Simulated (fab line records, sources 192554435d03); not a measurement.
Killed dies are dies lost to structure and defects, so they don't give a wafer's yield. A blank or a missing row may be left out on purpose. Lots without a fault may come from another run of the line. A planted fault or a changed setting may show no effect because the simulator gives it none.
Split-lot experiment | flow n5_finfet | 7 lots, 21 wafers read, on a route of 1938 steps

THE SPLIT
At N5_HKMG_FIN_COAT_43 (resist thk 90 nm), the setting spin_rpm was moved away from the recipe's 1500 rpm on 6 of the 21 wafers read, by -3.9% to +6.8%. The other wafers ran this setting at the recipe's value.

FROM THE SPLIT TO THE READING: what the file shows between them, 6 steps
- N5_HKMG_FIN_EBR_45
- N5_HKMG_FIN_SOFTBAKE_44: time 60 s
- N5_HKMG_FIN_EXPOSE_46: exposes mask NDIPOLE
- N5_HKMG_FIN_PEB_47: peb time 60 s
- N5_HKMG_FIN_DEVELOP_48: develop time 30 s
- N5_HKMG_FIN_DESCUM_53: chemistry O2, time 7.9 s

THE READING
CAR-ArF_of_HKMG_FIN_COAT_43.thk_nm (the simulator's own value, which no gauge read), in nm, at N5_HKMG_FIN_ETCH_54 (etches SiARC in CF4, target depth 45.5 nm, time 75.8 s). The file gives no usual value for it. The 15 wafers here that ran the recipe average 50.9 nm, standard deviation 0.18 nm.

wafer  | tool, chamber at the split | spin_rpm as run, rpm | against the recipe | CAR-ArF_of_HKMG_FIN_COAT_43.thk_nm, nm | against lot-mates on the recipe
L074.1 | litho_track-03, 0          | 1500                 | recipe             | 50.8                                   | -
L074.4 | litho_track-03, 0          | 1500                 | recipe             | 51.2                                   | -
L074.5 | litho_track-03, 0          | 1500                 | recipe             | 51.2                                   | -
L077.1 | litho_track-03, 0          | 1441                 | -3.9%              | 52.8                                   | +1.8
L077.3 | litho_track-03, 0          | 1441                 | -3.9%              | 52.8                                   | +1.8
L077.5 | litho_track-03, 0          | 1500                 | recipe             | 51                                     | -
L079.2 | litho_track-01, 0          | 1500                 | recipe             | 51                                     | -
L079.4 | litho_track-01, 0          | 1500                 | recipe             | 50.8                                   | -
L079.6 | litho_track-01, 0          | 1500                 | recipe             | 50.8                                   | -
L080.2 | litho_track-03, 0          | 1500                 | recipe             | 51                                     | -
L080.4 | litho_track-03, 0          | 1500                 | recipe             | 51                                     | -
L080.5 | litho_track-03, 0          | 1500                 | recipe             | 50.8                                   | -
L083.1 | litho_track-03, 0          | 1500                 | recipe             | 50.6                                   | -
L083.4 | litho_track-03, 0          | 1500                 | recipe             | 51                                     | -
L083.6 | litho_track-03, 0          | 1500                 | recipe             | 50.8                                   | -
L094.1 | litho_track-04, 0          | 1572                 | +4.8%              | 49                                     | -1.6
L094.3 | litho_track-04, 0          | 1572                 | +4.8%              | 49.2                                   | -1.4
L094.6 | litho_track-04, 0          | 1500                 | recipe             | 50.6                                   | -
L095.2 | litho_track-01, 0          | 1500                 | recipe             | 51                                     | -
L095.3 | litho_track-01, 0          | 1602                 | +6.8%              | 48.2                                   | -2.8
L095.5 | litho_track-01, 0          | 1602                 | +6.8%              | 48.2                                   | -2.8

THE FIT
A straight line over all 21 wafers: CAR-ArF_of_HKMG_FIN_COAT_43.thk_nm changes by -0.412 nm for each +1% of spin_rpm; r = -0.99; the points scatter about the line by 0.19 nm.
The same after taking each lot's own level away (the mean of its wafers on the recipe; 21 wafers): -0.398 nm for each +1%; r = -0.99; scatter 0.19 nm.
On that fit, the largest move of spin_rpm shifts the reading by 2.7 nm.
The lots' own levels span 50.60 to 51.07 nm, that is 2.6 times the standard deviation above.
So the lot-to-lot level changes the slope little: the two slopes agree.
Check: with one of the wafers moved furthest among these (+6.8%) left out of the fit, the line predicts -2.6 nm for it against its lot-mates. It came out at -2.8 nm against them.

OTHER SPLITS ON THESE WAFERS
These wafers also went through other splits before the reading. Each is held against what the fit with the lots' levels taken away leaves over:
other split on the same wafers | wafers away from the commonest value | r with CAR-ArF_of_HKMG_FIN_COAT_43.thk_nm (lot level and that fit taken away)
N5_SD_EPI_N_DESCUM_14 time_s   | 6                                    | -0.03
N5_SDB_COAT_05 spin_rpm        | 8                                    | +0.01
N5_SDB_EXPOSE_08 dose_mj       | 8                                    | -0.23

THE WHOLE CHAIN: every reading that the file lists as answering this split, in the file's order
step                   | what it does                                           | reading                                                                             | change (the file's fit)               | r (the file's)
N5_HKMG_FIN_COAT_43    | resist thk 90 nm                                       | CAR-ArF_of_HKMG_FIN_COAT_43.thk_nm (the simulator's own value, which no gauge read) | -0.414 nm for each +1% of the setting | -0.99
N5_HKMG_FIN_DEVELOP_48 | develop time 30 s                                      | CAR-ArF_of_HKMG_FIN_COAT_43.thk_nm (the simulator's own value, which no gauge read) | -0.396 nm for each +1% of the setting | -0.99
N5_HKMG_FIN_ETCH_54    | etches SiARC in CF4, target depth 45.5 nm, time 75.8 s | CAR-ArF_of_HKMG_FIN_COAT_43.thk_nm (the simulator's own value, which no gauge read) | -0.393 nm for each +1% of the setting | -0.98

THE FILE'S OWN FIT
CAR-ArF_of_HKMG_FIN_COAT_43.thk_nm changes by -0.393 nm for each +1% of spin_rpm, r = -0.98.
